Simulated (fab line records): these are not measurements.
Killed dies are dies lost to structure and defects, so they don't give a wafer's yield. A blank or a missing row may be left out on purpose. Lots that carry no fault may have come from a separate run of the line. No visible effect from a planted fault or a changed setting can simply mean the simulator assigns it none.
Split-lot trial	flow n5 finfet	route with 1938 steps; 7 lots, 21 wafers read

THE SPLIT
At N5_BEOL_M2_COAT_67 (time 60 s, resist thk 60 nm), the setting spin rpm was moved away from the recipe's 1500 rpm on 8 of the 21 wafers read, by -6.2% to +3.0%. For the rest of the wafers, this setting stayed at what the recipe calls for.

FROM THE SPLIT TO THE READING: what the file shows between them, 8 steps
- N5_BEOL_M2_EXPOSE_25: exposes mask V1, defocus 5 nm (also split here: dose mj)
- N5_BEOL_M2_PEB_26: peb time 60 s
- N5_BEOL_M2_DEVELOP_27: develop time 30 s
- N5_BEOL_M2_ALD_98: deposits SiO2, target thk 2.5 nm, pulse time 1 s, co reactant pulse time 1 s
- N5_BEOL_M2_ETCHBACK_99: etches SiO2 in CHF3, target depth 5 nm, time 10.4 s
- N5_BEOL_M2_ETCH_70: etches SOC in N2/H2, target depth 80 nm, overetch 24 nm, time 130 s
- N5_BEOL_M2_STRIP_71: strips in N2/H2
- N5_BEOL_M2_STRIP_78: strips in N2/H2

THE READING
SOC_of_BEOL_M2_COAT_67.thk nm (the simulator's own value, which no gauge read), in nm, at N5_BEOL_M2_VIA_ETCH_34 (etches the open film in C4F6/O2, target depth 69.4 nm, time 65.9 s). The file does not state a usual value for it. Here, 13 wafers ran the recipe; their average is 51.9 nm with a standard deviation of 0.25 nm.

wafer	tool, chamber at the split	spin rpm as run, rpm	against the recipe	SOC_of_BEOL_M2_COAT_67.thk nm, nm	against lot-mates on the recipe
L075.1	litho track-03, 0	1457	-2.9%	53	no lot-mate on the recipe
L075.5	litho track-03, 0	1457	-2.9%	53	no lot-mate on the recipe
L075.2	litho track-03, 0	1457	-2.9%	52.8	no lot-mate on the recipe
L080.2	litho track-03, 0	1500	recipe	51.6	-
L080.5	litho track-03, 0	1500	recipe	52	-
L080.6	litho track-03, 0	1500	recipe	51.8	-
L081.1	litho track-03, 0	1545	+3.0%	51.2	-0.8
L081.3	litho track-03, 0	1500	recipe	52	-
L081.5	litho track-03, 0	1500	recipe	52	-
L084.1	litho track-05, 0	1425	-5.0%	53.8	+2.0
L084.2	litho track-05, 0	1425	-5.0%	53.8	+2.0
L084.3	litho track-05, 0	1500	recipe	51.8	-
L088.2	litho track-05, 0	1500	recipe	51.4	-
L088.3	litho track-05, 0	1500	recipe	52	-
L088.5	litho track-05, 0	1500	recipe	52.2	-
L092.1	litho track-01, 0	1500	recipe	52.2	-
L092.4	litho track-01, 0	1500	recipe	51.8	-
L092.5	litho track-01, 0	1500	recipe	52.4	-
L096.1	litho track-03, 0	1407	-6.2%	53.8	+1.8
L096.2	litho track-03, 0	1407	-6.2%	53.8	+1.8
L096.3	litho track-03, 0	1500	recipe	52	-

FIT RESULTS
A straight line over all 21 wafers: SOC_of_BEOL_M2_COAT_67.thk nm changes by -0.321 nm for each +1% of spin rpm; r = -0.96; the points scatter about the line by 0.24 nm.
The same after taking each lot's own level away (the mean of its wafers on the recipe; 18 wafers): -0.325 nm for each +1%; r = -0.96; scatter 0.25 nm.
Per that fit: largest spin rpm move, reading shift of 2 nm.
The lots' own levels span 51.80 to 52.13 nm, that is 1.3 times the standard deviation above.
Hence the lot-to-lot level has little effect on the slope; both slopes agree.
Check: with one of the wafers moved furthest among these (-6.2%) left out of the fit, the line predicts +2.14 nm for it against its lot-mates. It came out at +1.8 nm against them.

ADDITIONAL SPLITS CARRIED BY THESE WAFERS
Note: prior to the reading, these wafers also went through further splits. Each is held against what the fit with the lots' levels taken away leaves over:
other split on the same wafers	wafers away from the commonest value	r with SOC_of_BEOL_M2_COAT_67.thk nm (lot level and that fit taken away)
N5_BEOL_M1_ETCH_64 bias w	7	+0.04
N5_BEOL_M2_ETCH_74 source w	5	-0.42
N5_BEOL_M2_ETCH_64 source w	9	+0.09
N5_BEOL_M2_EXPOSE_25 dose mj	4	+0.26

THE WHOLE CHAIN: every reading that the file lists as answering this split, in the file's order
step	what it does	reading	change (the file's fit)	r (the file's)
N5_BEOL_M2_COAT_67	time 60 s, resist thk 60 nm	SOC_of_BEOL_M2_COAT_67.thk nm (the simulator's own value, which no gauge read)	-0.313 nm for each +1% of the setting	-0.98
N5_BEOL_M2_ETCH_70	etches SOC in N2/H2, target depth 80 nm, overetch 24 nm, time 130 s	etch.depth nm (the simulator's own value, which no gauge read)	-0.313 nm for each +1% of the setting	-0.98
N5_BEOL_M2_VIA_ETCH_34	etches the open film in C4F6/O2, target depth 69.4 nm, time 65.9 s	SOC_of_BEOL_M2_COAT_67.thk nm (the simulator's own value, which no gauge read)	-0.325 nm for each +1% of the setting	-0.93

FILE'S OWN FIT
SOC_of_BEOL_M2_COAT_67.thk nm changes by -0.325 nm for each +1% of spin rpm, r = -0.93.
